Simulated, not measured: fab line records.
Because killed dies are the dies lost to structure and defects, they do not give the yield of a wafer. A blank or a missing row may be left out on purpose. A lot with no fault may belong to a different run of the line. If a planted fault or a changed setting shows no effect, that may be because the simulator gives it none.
fab line records | flow nand_harc
[record] lots = 14 wafers = 42 last_day = 25
route steps=1159 shown A_CHANNEL_HOLE_D1@487 A_CHANNEL_FILL_D1@494 END@1159
lots that met no fault: from a run of the same line without faults
start_h: start of the lot's first displayed wafer, in hours after the record's first day | wait_h: hours since the lot's step before | " as in the row above | L1.1+2: a row that stands for several wafers | - no value, or no start given | * or withheld: withheld | < > ~ a bound
route shown NAME@n: NAME is a module with steps in the file, n the number in the route of the first one | usual: average and standard deviation across the fault-free wafers | same: alike in all rows | chamber/n: place in a boat | sites: readings site by site | _std_site: how widely they spread, as a standard deviation | _edge_site: inner sites' mean taken away from outer sites' mean | radius_mm: how far each site lies from the wafer's centre | mask NAME#n: copy n | behind: tool/chamber where the wafer was last shaped | hold: why the lot went on hold/how many hours it stayed there/how the hold came to an end | device: whichever transistor did not switch (one of n, p or np) | end of line: the route-end tests of the same wafers | where a step has no rows: the recipe by itself | killed: count of dies lost to structure and defects at first sort (not the wafer's yield) | map: shows each die of a wafer: x if killed, . if not, _ if none is there
set.NAME: the setting that was run; set.NAME@STEP: the one run at that earlier step | model.NAME: the simulator's own value behind a step, which no gauge read
one table for each step of the route and one row for each wafer, over a sample of lots
services: the hour from which a tool's chamber was out of use, counted from the record's first day as start_h (under 0 if before that day), plus the number of hours and why
[[steps]]
[step NHARC_A_CHANNEL_HOLE_D1_CD_MEAS_30]
[usual] cd_nm = 89.3/1.6
// columns lot.wafer tool chamber start_h wait_h cd_nm
L310.2 cd_sem-02 - 181.55 - 90.7
L310.4 " - " " 88.0
L310.5 " - " " 89.8
L312.1 cd_sem-01 - 194.15 - 87.6
L312.2 " - " " 88.8
L312.5 " - " " 86.2
L314.1 cd_sem-01 - 207.04 - 90.2
L314.3 " - " " 89.3
L314.5 " - " " 91.1
L317.2 cd_sem-03 - 227.44 - 89.3
L317.3 " - " " 89.4
L317.5 " - " " 89.8
L321.1 cd_sem-03 - 241.08 - 90.4
L321.2 " - " " 89.5
L321.6 " - " " 90.4
L325.1 cd_sem-01 - 272.78 - 88.1
L325.2 " - " " 89.8
L325.5 " - " " 89.7
L326.2 cd_sem-02 - 272.87 - 87.4
L326.3 " - " " 88.3
L326.4 " - " " 88.4
L328.1 cd_sem-01 - 288.11 - 88.6
L328.3 " - " " 88.2
L328.5 " - " " 90.6
L327.1 cd_sem-02 - 288.61 - 87.0
L327.2 " - " " 88.4
L327.6 " - " " 89.6
L329.3 cd_sem-01 - 292.29 - 89.7
L329.5 " - " " 90.1
L329.6 " - " " 90.0
L330.2 cd_sem-02 - 316.36 - 86.9
L330.3 " - " " 90.3
L330.4 " - " " 85.8
L332.1 cd_sem-01 - 320.52 - 88.3
L332.3 " - " " 87.0
L332.4 " - " " 89.6
L331.2 cd_sem-01 - 324.70 - 87.7
L331.4 " - " " 92.0
L331.5 " - " " 91.3
L333.3 cd_sem-01 - 334.29 - 87.8
L333.4 " - " " 89.9
L333.6 " - " " 90.2
[step NHARC_A_CHANNEL_HOLE_D1_INSPECT_40]
[usual] raw_defect_count = 60/16
// columns lot.wafer tool chamber start_h wait_h raw_defect_count
L310.2 defect_inspect-01 - 181.73 - 60
L310.4 " - " " 57
L310.5 " - " " 72
L312.1 defect_inspect-02 - 194.33 - 65
L312.2 " - " " 64
L312.5 " - " " 53
L314.1 defect_inspect-01 - 207.23 - 46
L314.3 " - " " 40
L314.5 " - " " 39
L317.2 defect_inspect-02 - 227.62 - 55
L317.3 " - " " 58
L317.5 " - " " 41
L321.1 defect_inspect-01 - 241.28 - 62
L321.2 " - " " 54
L321.6 " - " " 77
L325.1 defect_inspect-02 - 272.98 - 46
L325.2 " - " " 73
L325.5 " - " " 76
L326.2 defect_inspect-02 - 273.07 - 46
L326.3 " - " " 34
L326.4 " - " " 48
L328.1 defect_inspect-01 - 288.29 - 67
L328.3 " - " " 60
L328.5 " - " " 45
L327.1 defect_inspect-01 - 288.80 - 37
L327.2 " - " " 39
L327.6 " - " " 42
L329.3 defect_inspect-01 - 292.49 - 71
L329.5 " - " " 93
L329.6 " - " " 73
L330.2 defect_inspect-02 - 316.55 - 59
L330.3 " - " " 38
L330.4 " - " " 44
L332.1 defect_inspect-02 - 320.70 - 46
L332.3 " - " " 51
L332.4 " - " " 40
L331.2 defect_inspect-01 - 324.89 - 50
L331.4 " - " " 50
L331.5 " - " " 44
L333.3 defect_inspect-01 - 334.47 - 59
L333.4 " - " " 28
L333.6 " - " " 29
[step NHARC_A_CHANNEL_FILL_D1_ALD_14]
[recipe] target_thk_a = 25 pulse_time_s = 10 ald_cycles = 25 temp_c = 300 material = SiO2
[usual] ald_cycles = 25/0 heater_power_w = 473/39 precursor_pulse_height_rel = 1.003/0.019
// columns lot.wafer tool chamber start_h wait_h ald_cycles heater_power_w precursor_pulse_height_rel
L310.4 ald_hk-01 2 188.97 0.0 25 441 1.000
L310.2 " 3 " " 25 491 1.002
L310.5 " 2 " " 25 441 0.997
L312.1 ald_hk-02 1 203.94 3.7 25 475 1.003
L312.2 " 3 " " 25 486 1.024
L312.5 " 1 " " 25 478 1.018
L314.3 ald_hk-02 2 214.56 0.1 25 498 1.023
L314.1 " 3 " " 25 494 1.008
L314.5 " 0 " " 25 417 0.977
L317.3 ald_hk-02 3 237.35 2.5 21 485 0.977
L317.2 " 0 " " 21 404 0.990
L317.5 " 0 " " 21 410 1.004
L321.1 ald_hk-02 3 246.89 0.2 21 505 1.033
L321.2 " 0 " " 21 412 0.995
L321.6 " 0 " " 21 415 0.996
L325.1 ald_hk-01 3 280.82 0.7 25 470 1.010
L325.2 " 0 " " 25 501 0.985
L325.5 " 2 " " 25 439 1.014
L326.4 ald_hk-01 2 281.01 0.9 25 435 0.988
L326.3 " 3 " " 25 461 0.969
L326.2 " 1 " " 25 496 0.997
L327.1 ald_hk-01 0 295.98 0.0 25 528 0.987
L327.2 " 3 " " 25 457 0.993
L327.6 " 0 " " 25 520 1.007
L328.1 ald_hk-01 3 296.24 0.3 25 458 1.023
L328.3 " 1 " " 25 481 1.010
L328.5 " 3 " " 25 452 1.008
L329.3 ald_hk-04 2 301.31 0.9 25 565 1.012
L329.5 " 0 " " 25 434 1.020
L329.6 " 1 " " 25 393 0.999
L330.2 ald_hk-02 1 323.78 0.0 25 445 1.033
L330.4 " 2 " " 25 512 1.009
L330.3 " 3 " " 25 492 0.982
L332.3 ald_hk-01 2 327.96 0.1 25 442 0.996
L332.4 " 3 " " 25 446 0.992
L332.1 " 0 " " 25 529 0.989
L331.4 ald_hk-01 2 334.36 2.3 25 424 0.988
L331.2 " 3 " " 25 458 1.016
L331.5 " 0 " " 25 520 1.015
L333.4 ald_hk-01 3 341.82 0.1 25 449 0.991
L333.3 " 1 " " 25 489 0.993
L333.6 " 3 " " 25 460 1.029
[step NHARC_A_CHANNEL_FILL_D1_ETCHBACK_19]
[recipe] target_depth_a = 50 time_s = 1.7 hbr_flow_sccm = 150 cl2_flow_sccm = 50 rf_w = 400 icp_w = 400 bias_w = 100 chemistry = HBr/Cl2
[usual] drypump_motor_current_A = 5.8/0.45 oes_product_au = 0.999/0.014 throttle_valve_pct = 26.405/0.0095
// columns lot.wafer tool chamber start_h wait_h drypump_motor_current_A oes_product_au rf_hours_counter_h throttle_valve_pct
L310.2 rie_si-06 1 205.80 0.4 5.8 1.005 0.1 26.408
L310.4 " 0 " " 6.0 1.027 - 26.410
L310.5 " 1 " " 5.8 1.004 - 26.398
L312.1 rie_si-06 1 221.76 0.4 5.8 0.995 0.2 26.397
L312.2 " 3 " " 5.4 0.975 0.3 26.398
L312.5 " 1 " " 5.8 1.000 - 26.405
L314.1 rie_si-06 3 231.30 0.4 5.4 0.988 0.3 26.398
L314.3 " 0 " " 6.0 1.028 0.3 26.413
L314.5 " 2 " " 6.3 0.987 - 26.405
L317.2 rie_si-06 1 254.36 0.4 5.8 0.989 0.4 26.409
L317.3 " 3 " " 5.4 0.986 0.6 26.423
L317.5 " 0 " " 6.0 1.029 - 26.400
L321.1 rie_si-05 3 263.66 0.4 5.9 0.974 0.2 26.414
L321.2 " 1 " " 5.6 1.008 0.1 26.422
L321.6 " 3 " " 5.9 0.993 - 26.393
L326.3 rie_si-02 0 299.74 0.4 6.1 1.001 0.7 26.399
L326.2 " 1 " " 5.6 1.023 0.7 26.404
L326.4 " 2 " " 5.0 1.001 0.8 26.409
L325.2 rie_si-05 0 299.77 0.4 6.4 0.989 0.6 26.386
L325.1 " 1 " " 5.6 1.001 0.5 26.414
L325.5 " 3 " " 5.8 0.977 - 26.401
L327.1 rie_si-02 1 313.14 0.4 5.6 1.021 0.8 26.405
L327.2 " 2 " " 5.0 1.008 0.9 26.409
L327.6 " 1 " " 5.6 1.030 - 26.409
L328.1 rie_si-05 3 313.15 0.4 5.9 0.984 0.7 26.413
L328.3 " 0 " " 6.5 0.985 0.8 26.405
L328.5 " 3 " " 5.9 0.971 - 26.412
L329.3 rie_si-05 1 318.41 0.4 5.6 1.001 0.6 26.402
L329.6 " 0 " " 6.4 0.989 - 26.421
L329.5 " 1 " " 5.6 0.995 - 26.428
L330.4 rie_si-05 0 341.04 0.4 6.4 0.993 0.9 26.419
L330.3 " 1 " " 5.6 0.986 0.8 26.413
L330.2 " 3 " " 5.9 0.974 0.8 26.408
L332.3 rie_si-02 2 348.36 0.4 5.0 0.998 1.1 26.400
L332.1 " 3 " " 5.1 1.000 1.2 26.429
L332.4 " 0 " " 6.1 0.989 1.2 26.391
L331.4 rie_si-05 2 348.39 0.4 6.2 0.982 0.7 26.395
L331.2 " 3 " " 5.8 0.976 0.8 26.401
L331.5 " 1 " " 5.6 1.002 - 26.392
L333.3 rie_si-06 0 360.00 0.4 6.0 1.023 1.5 26.392
L333.4 " 1 " " 5.8 0.990 1.4 26.416
L333.6 " 3 " " 5.4 0.979 - 26.398
[step NHARC_END_SORT_01]
[recipe] temp_c = 25
[usual] killed_at_array = 27/10 killed_at_other = 0.6/0.83 killed_at_periphery = 2.4/1.8 killed_dies = 30/10 killed_open = 3.3/1.7 killed_short = 1.8/1.4
[same] gross_dies = 677
// columns lot.wafer tool chamber start_h wait_h killed_at_array killed_at_other killed_at_periphery killed_dies killed_open killed_short
L310.2 prober-01 0 453.37 2.8 14 0 1 15 3 0
L310.4 prober-01 0 454.98 3.4 13 0 3 16 1 2
L310.5 prober-01 0 455.79 3.7 14 0 2 16 2 0
L312.1 prober-02 0 470.09 2.5 28 1 3 32 2 1
L312.2 prober-02 0 470.89 2.8 34 0 1 35 1 3
L312.5 prober-02 0 473.29 3.7 24 0 3 27 3 0
L321.1 prober-01 0 489.81 2.5 20 0 1 21 2 0
L321.2 prober-01 0 490.61 2.8 34 1 3 38 3 2
L321.6 prober-01 0 493.82 4.0 19 0 4 23 4 3
L326.2 prober-01 0 522.95 2.8 39 0 0 39 1 2
L326.3 prober-01 0 523.75 3.1 37 0 0 37 3 5
L326.4 prober-01 0 524.55 3.4 35 1 0 36 2 3
L329.3 prober-01 0 553.29 3.1 54 0 4 58 4 3
L329.5 prober-01 0 554.88 3.7 40 1 2 43 4 1
L329.6 prober-01 0 555.68 4.0 48 0 3 51 4 2
L330.2 prober-01 0 571.61 2.8 17 4 2 23 8 2
L330.3 prober-01 0 572.40 3.1 20 2 3 25 4 1
L330.4 prober-01 0 573.19 3.4 19 0 3 22 6 1
L331.2 prober-02 0 579.34 2.8 22 1 7 30 6 1
L331.4 prober-02 0 580.94 3.4 16 1 12 29 3 1
L331.5 prober-02 0 581.73 3.7 25 2 3 30 3 2
L333.3 prober-02 0 587.94 3.1 34 1 1 36 5 0
L333.4 prober-02 0 588.73 3.4 27 1 1 29 3 2
L333.6 prober-02 0 590.32 4.0 30 2 4 36 2 1
// killed by level:class
L310.2 A_CHANNEL_HOLE_D1:chamber_film_flake=9 A_STAIRCASE:chamber_film_flake=3 P_CONTACT:geometric_particle:open=1 A_CHANNEL_FILL_D1:geometric_particle:open=1 A_BLC:geometric_particle:open=1
L310.4 A_CHANNEL_HOLE_D1:chamber_film_flake=6 A_STAIRCASE:chamber_film_flake=3 P_M0:geometric_particle:open=1 P_M2:geometric_particle:short=1 A_WL_FILL:geometric_particle:short=1 P_GATE:chamber_film_flake=1 A_SLIT:unspecified=1 A_SLIT:chamber_film_flake=1
L310.5 A_CHANNEL_HOLE_D1:chamber_film_flake=9 A_CHANNEL_FILL_D1:chamber_film_flake=2 P_CONTACT:geometric_particle:open=1 A_CHANNEL_FILL_D1:geometric_particle:open=1 P_GATE:chamber_film_flake=1 A_STAIRCASE:chamber_film_flake=1 A_SLIT:chamber_film_flake=1
L312.1 A_CHANNEL_HOLE_D1:chamber_film_flake=19 A_BONDPAD:chamber_film_flake=4 P_CONTACT:geometric_particle:open=2 A_CONTACT:chamber_film_flake=2 STARTING-WAFER:geometric_particle:short=1 P_ZERO_WELL:chamber_film_flake=1 A_ZERO_WELL:chamber_film_flake=1 A_STAIRCASE:chamber_film_flake=1
L312.2 A_CHANNEL_HOLE_D1:chamber_film_flake=15 A_ZERO_WELL:chamber_film_flake=6 A_WL_FILL:geometric_particle:short=2 A_CONTACT:chamber_film_flake=2 A_BONDPAD:chamber_film_flake=2 A_CHANNEL_FILL_D1:geometric_particle:short=1 A_CHANNEL_FILL_D1:geometric_particle:open=1 P_GATE:chamber_film_flake=1
L312.5 A_CHANNEL_HOLE_D1:chamber_film_flake=11 A_CONTACT:chamber_film_flake=4 A_CHANNEL_FILL_D1:geometric_particle:open=2 A_ZERO_WELL:chamber_film_flake=2 A_M1:chamber_film_flake=2 A_BONDPAD:chamber_film_flake=2 P_M0:geometric_particle:open=1 P_ZERO_WELL:chamber_film_flake=1
L321.1 A_SLIT:chamber_film_flake=12 A_CHANNEL_HOLE_D1:chamber_film_flake=6 P_M0:geometric_particle:open=1 A_SOURCE_PLATE:geometric_particle:open=1 A_STAIRCASE:chamber_film_flake=1
L321.2 A_SLIT:chamber_film_flake=20 A_STAIRCASE:chamber_film_flake=5 P_ZERO_WELL:chamber_film_flake=3 A_CHANNEL_HOLE_D1:chamber_film_flake=3 A_CONTACT:chamber_film_flake=2 A_ONON_D1:geometric_particle:short=1 A_BLC:geometric_particle:open=1 A_M0:geometric_particle:open=1
L321.6 A_SLIT:chamber_film_flake=11 A_STAIRCASE:chamber_film_flake=2 P_CONTACT:geometric_particle:open=1 P_M1:geometric_particle:open=1 A_CHANNEL_FILL_D1:geometric_particle:short=1 A_WL_FILL:geometric_particle:short=1 A_CONTACT:geometric_particle:open=1 A_CONTACT:geometric_particle:short=1
L326.2 A_SLIT:chamber_film_flake=16 A_CHANNEL_HOLE_D1:chamber_film_flake=6 A_STAIRCASE:chamber_film_flake=5 A_SGD_CUT:chamber_film_flake=3 A_CONTACT:chamber_film_flake=3 A_ZERO_WELL:chamber_film_flake=2 A_SLIT:geometric_particle:short=1 A_WL_FILL:geometric_particle:short=1
L326.3 A_SLIT:chamber_film_flake=12 A_SGD_CUT:chamber_film_flake=5 A_CONTACT:chamber_film_flake=5 A_CHANNEL_HOLE_D1:chamber_film_flake=4 A_CONTACT:geometric_particle:open=2 A_ZERO_WELL:chamber_film_flake=2 A_ONON_D1:geometric_particle:short=1 A_CHANNEL_FILL_D1:geometric_particle:short=1
L326.4 A_SLIT:chamber_film_flake=19 A_STAIRCASE:chamber_film_flake=7 A_CHANNEL_HOLE_D1:chamber_film_flake=2 A_SGD_CUT:chamber_film_flake=2 A_ONON_D1:geometric_particle:short=1 A_WL_FILL:geometric_particle:short=1 A_WL_FILL:geometric_particle:open=1 A_M1:geometric_particle:short=1
L329.3 A_CHANNEL_HOLE_D1:chamber_film_flake=28 A_SLIT:chamber_film_flake=17 P_GATE:chamber_film_flake=3 A_STAIRCASE:chamber_film_flake=3 P_M1:geometric_particle:short=1 A_SOURCE_PLATE:geometric_particle:short=1 A_CHANNEL_FILL_D1:geometric_particle:open=1 A_CHANNEL_FILL_D1:geometric_particle:short=1
L329.5 A_CHANNEL_HOLE_D1:chamber_film_flake=18 A_SLIT:chamber_film_flake=16 P_GATE:geometric_particle:open=1 A_CHANNEL_HOLE_D1:geometric_particle:short=1 A_CHANNEL_HOLE_D1:geometric_particle:open=1 A_CONTACT:geometric_particle:open=1 STARTING-WAFER:geometric_particle:open=1 P_GATE:chamber_film_flake=1
L329.6 A_CHANNEL_HOLE_D1:chamber_film_flake=23 A_SLIT:chamber_film_flake=13 A_STAIRCASE:chamber_film_flake=6 P_GATE:chamber_film_flake=2 P_GATE:geometric_particle:open=1 A_CHANNEL_FILL_D1:geometric_particle:short=1 A_CHANNEL_FILL_D1:geometric_particle:open=1 A_SLIT:geometric_particle:open=1
L330.2 A_CHANNEL_HOLE_D1:chamber_film_flake=4 THIN_TSV:chamber_film_flake=4 A_CONTACT:geometric_particle:open=2 A_STAIRCASE:chamber_film_flake=2 P_GATE:geometric_particle:open=1 A_SOURCE_PLATE:geometric_particle:open=1 A_CHANNEL_HOLE_D1:geometric_particle:open=1 A_CHANNEL_FILL_D1:geometric_particle:open=1
L330.3 A_CHANNEL_HOLE_D1:chamber_film_flake=9 A_CONTACT:chamber_film_flake=6 P_GATE:chamber_film_flake=2 P_CONTACT:geometric_particle:open=1 A_CHANNEL_FILL_D1:geometric_particle:short=1 A_CONTACT:geometric_particle:open=1 A_M0:geometric_particle:open=1 STARTING-WAFER:geometric_particle:open=1
L330.4 A_CHANNEL_HOLE_D1:chamber_film_flake=9 A_STAIRCASE:chamber_film_flake=3 A_CONTACT:geometric_particle:open=2 A_CONTACT:chamber_film_flake=2 P_GATE:geometric_particle:open=1 P_CONTACT:geometric_particle:open=1 A_ONON_D1:geometric_particle:open=1 A_WL_FILL:geometric_particle:short=1
L331.2 A_CHANNEL_HOLE_D1:chamber_film_flake=7 P_M2:chamber_film_flake=5 A_SGD_CUT:chamber_film_flake=4 A_CONTACT:chamber_film_flake=3 A_CONTACT:geometric_particle:open=2 A_SOURCE_PLATE:geometric_particle:open=1 A_CHANNEL_FILL_D1:geometric_particle:open=1 A_CHANNEL_FILL_D1:geometric_particle:short=1
L331.4 A_CHANNEL_HOLE_D1:chamber_film_flake=8 P_M2:chamber_film_flake=7 P_GATE:chamber_film_flake=3 A_CONTACT:chamber_film_flake=3 P_GATE:geometric_particle:open=1 A_WL_FILL:geometric_particle:short=1 A_CONTACT:geometric_particle:open=1 A_M0:geometric_particle:open=1
L331.5 A_CHANNEL_HOLE_D1:chamber_film_flake=10 A_CONTACT:chamber_film_flake=5 A_SGD_CUT:chamber_film_flake=4 P_M2:chamber_film_flake=3 A_M0:geometric_particle:open=2 THIN_TSV:chamber_film_flake=2 A_CHANNEL_FILL_D1:geometric_particle:short=1 A_CONTACT:geometric_particle:open=1
L333.3 A_SLIT:chamber_film_flake=23 A_CONTACT:geometric_particle:open=4 A_CONTACT:chamber_film_flake=3 A_ZERO_WELL:chamber_film_flake=2 A_CHANNEL_FILL_D1:geometric_particle:open=1 P_GATE:chamber_film_flake=1 A_CHANNEL_HOLE_D1:chamber_film_flake=1 THIN_TSV:chamber_film_flake=1
L333.4 A_SLIT:chamber_film_flake=18 A_CHANNEL_FILL_D1:geometric_particle:short=2 A_CONTACT:chamber_film_flake=2 A_CHANNEL_FILL_D1:geometric_particle:open=1 A_CONTACT:geometric_particle:open=1 A_M0:geometric_particle:open=1 P_STI:chamber_film_flake=1 A_ZERO_WELL:chamber_film_flake=1
L333.6 A_SLIT:chamber_film_flake=23 P_STI:chamber_film_flake=3 A_ZERO_WELL:chamber_film_flake=2 A_CONTACT:chamber_film_flake=2 THIN_TSV:chamber_film_flake=2 P_GATE:geometric_particle:short=1 A_ONON_D1:geometric_particle:open=1 A_CONTACT:geometric_particle:open=1
[[services]]
// columns tool chamber start_h hours kind
ald_hk-02 - 165.07 0.7 repair
rie_si-06 - 183.00 9.0 pm
ald_hk-04 - 186.00 10.0 pm
rie_si-05 - 191.09 0.4 repair
rie_si-06 - 201.15 0.2 repair
rie_si-02 - 211.00 9.0 pm
rie_si-05 2 211.67 4.8 repair
ald_hk-01 - 231.53 10.0 pm
ald_hk-01 0 231.53 10.0 vent_cycle
ald_hk-01 1 231.53 10.0 vent_cycle
ald_hk-01 2 231.53 10.0 vent_cycle
ald_hk-01 3 231.53 10.0 vent_cycle
rie_si-05 - 239.00 9.0 pm
rie_si-05 0 239.00 9.0 vent_cycle
rie_si-05 1 239.00 9.0 vent_cycle
ald_hk-01 0 241.53 - clean
ald_hk-01 1 241.53 - clean
ald_hk-01 2 241.53 - clean
ald_hk-01 3 241.53 - clean
ald_hk-02 - 280.14 10.0 pm
rie_si-06 1 293.87 8.6 repair
rie_si-05 2 295.76 1.4 repair
ald_hk-01 - 325.71 0.7 repair
rie_si-06 3 351.28 5.8 repair
[[key]]
[first_sign] step = NHARC_A_CHANNEL_FILL_D1_ALD_14 reading = ald_cycles direction = down sigmas = 99+ usual = 25 struck = 21
effect none on later readings
met_at NHARC_A_CHANNEL_FILL_D1_ALD_14
struck_lots L317,L321
tester_left_out L317,L321
not_acting_at NHARC_A_CHANNEL_HOLE_D1_CD_MEAS_30,NHARC_A_CHANNEL_HOLE_D1_INSPECT_40,NHARC_A_CHANNEL_FILL_D1_ETCHBACK_19
onset_between 214.56 237.35
[fault] kind = process_parameter_drift tool = ald_hk-02 chamber = - onset_h = 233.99 steps = NHARC_A_CHANNEL_FILL_D1_ALD_14 channel = ald_cycles offset = -4 shape = step end_h = 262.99 acts_in = these_recipes_only stated = 25
// tester_left_out: of these lots the tester's yield and bins aren't shown, on N5 and GAA mostly nor the transistor test; their killed dies are dies lost to structure and defects alone, not to doping, threshold or leakage, so they don't give the yield
